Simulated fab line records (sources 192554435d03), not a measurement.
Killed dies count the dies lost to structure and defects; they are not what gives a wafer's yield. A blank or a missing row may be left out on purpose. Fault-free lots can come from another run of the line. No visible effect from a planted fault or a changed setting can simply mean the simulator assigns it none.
Split-lot trial    flow n5 finfet    route with 1938 steps; 7 lots, 39 wafers read

ABOUT THE SPLIT
At N5_DUMMY_GATE_ETCH_31 (etches SiO2 in C4F6/O2, target depth 82.5 nm, time 27.5 s), the setting target depth a was moved away from the recipe's 825 angstrom on 12 of the 39 wafers read, by -10.2% to +8.2%. All remaining wafers had this setting at the recipe value.

The reading comes from the split's own step.

THE READING
SOC_of_DUMMY_GATE_COAT_34.thk nm (the simulator's own value, which no gauge read), in nm, at N5_DUMMY_GATE_ETCH_31 (etches SiO2 in C4F6/O2, target depth 82.5 nm, time 27.5 s). The file does not state a usual value for it. Across the 27 wafers here that went through the recipe, the average is 51.7 nm and the standard deviation 0.22 nm.

wafer   tool, chamber at the split  target depth a as run, angstrom  against the recipe  SOC_of_DUMMY_GATE_COAT_34.thk nm, nm  against lot-mates on the recipe
L074.1  rie diel-03, 2              892.5                            +8.2%               51                                    -0.6
L074.2  rie diel-03, 3              825                              recipe              51.6                                  -
L074.3  rie diel-03, 0              825                              recipe              51.8                                  -
L074.4  rie diel-03, 1              892.5                            +8.2%               50.6                                  -1.0
L074.5  rie diel-03, 0              892.5                            +8.2%               51                                    -0.6
L074.6  rie diel-03, 3              825                              recipe              51.4                                  -
L080.1  rie diel-04, 3              825                              recipe              51.4                                  -
L080.2  rie diel-04, 2              825                              recipe              51.6                                  -
L080.3  rie diel-04, 0              825                              recipe              51.4                                  -
L080.4  rie diel-04, 1              825                              recipe              51.4                                  -
L080.5  rie diel-04, 1              825                              recipe              51.6                                  -
L080.6  rie diel-04, 0              825                              recipe              51.4                                  -
L083.1  rie diel-03, 0              825                              recipe              52                                    -
L083.2  rie diel-03, 1              865.6                            +4.9%               51.4                                  -0.5
L083.3  rie diel-03, 3              865.6                            +4.9%               51.4                                  -0.5
L083.4  rie diel-03, 2              825                              recipe              52.2                                  -
L083.5  rie diel-03, 0              865.6                            +4.9%               51.6                                  -0.3
L083.6  rie diel-03, 3              825                              recipe              51.6                                  -
L086.1  rie diel-04, 0              876                              +6.2%               51                                    -0.6
L086.2  rie diel-04, 1              825                              recipe              51.6                                  -
L086.3  rie diel-04, 2              876                              +6.2%               51.2                                  -0.4
L086.4  rie diel-04, 3              825                              recipe              51.6                                  -
L086.5  rie diel-04, 3              825                              recipe              51.6                                  -
L086.6  rie diel-04, 0              876                              +6.2%               51                                    -0.6
L089.1  rie diel-01, 3              825                              recipe              52                                    -
L089.5  rie diel-01, 3              825                              recipe              52                                    -
L089.6  rie diel-01, 2              825                              recipe              51.6                                  -
L093.1  rie diel-01, 2              825                              recipe              51.8                                  -
L093.2  rie diel-01, 3              825                              recipe              52                                    -
L093.3  rie diel-01, 1              825                              recipe              51.6                                  -
L093.4  rie diel-01, 0              741.1                            -10.2%              52.8                                  +1.0
L093.5  rie diel-01, 2              741.1                            -10.2%              52.6                                  +0.8
L093.6  rie diel-01, 1              741.1                            -10.2%              52.6                                  +0.8
L095.1  rie diel-04, 3              825                              recipe              51.8                                  -
L095.2  rie diel-04, 2              825                              recipe              51.8                                  -
L095.3  rie diel-04, 0              825                              recipe              51.6                                  -
L095.4  rie diel-04, 2              825                              recipe              51.6                                  -
L095.5  rie diel-04, 0              825                              recipe              51.4                                  -
L095.6  rie diel-04, 3              825                              recipe              51.6                                  -

FIT RESULTS
A straight line over all 39 wafers: SOC_of_DUMMY_GATE_COAT_34.thk nm changes by -0.0927 nm for each +1% of target depth a; r = -0.88; the points scatter about the line by 0.21 nm.
The same after taking each lot's own level away (the mean of its wafers on the recipe; 39 wafers): -0.0875 nm for each +1%; r = -0.93; scatter 0.15 nm.
That fit puts the effect of the largest move of target depth a on the reading at 0.89 nm.
Across the lots, their own levels run from 51.47 to 51.93 nm, a range of 2.1 times the standard deviation given above.
Hence the lot-to-lot level has little effect on the slope; both slopes agree.
Check: with one of the wafers moved furthest among these (-10.2%) left out of the fit, the line predicts +0.855 nm for it against its lot-mates. It came out at +1 nm against them.

OTHER SPLITS APPLIED TO THESE WAFERS
Note: prior to the reading, these wafers also went through further splits. Each is held against what the fit with the lots' levels taken away leaves over:
other split on the same wafers   wafers away from the commonest value  r with SOC_of_DUMMY_GATE_COAT_34.thk nm (lot level and that fit taken away)
N5_FIN_SAQP_HM_DEP_72 time s     12                                    +0.02
N5_DUMMY_GATE_EXPOSE_12 dose mj  15                                    +0.20

THE WHOLE CHAIN: every reading that the file lists as answering this split, in the file's order
step                   what it does                                               reading                                                                            change (the file's fit)                 r (the file's)
N5_DUMMY_GATE_ETCH_31  etches SiO2 in C4F6/O2, target depth 82.5 nm, time 27.5 s  etch.depth nm (the simulator's own value, which no gauge read)                     +0.768 nm for each +1% of the setting   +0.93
N5_DUMMY_GATE_ETCH_31  etches SiO2 in C4F6/O2, target depth 82.5 nm, time 27.5 s  SOC_of_DUMMY_GATE_COAT_34.thk nm (the simulator's own value, which no gauge read)  -0.0877 nm for each +1% of the setting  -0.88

THE FILE'S OWN FIT
SOC_of_DUMMY_GATE_COAT_34.thk nm changes by -0.0877 nm for each +1% of target depth a, r = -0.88.
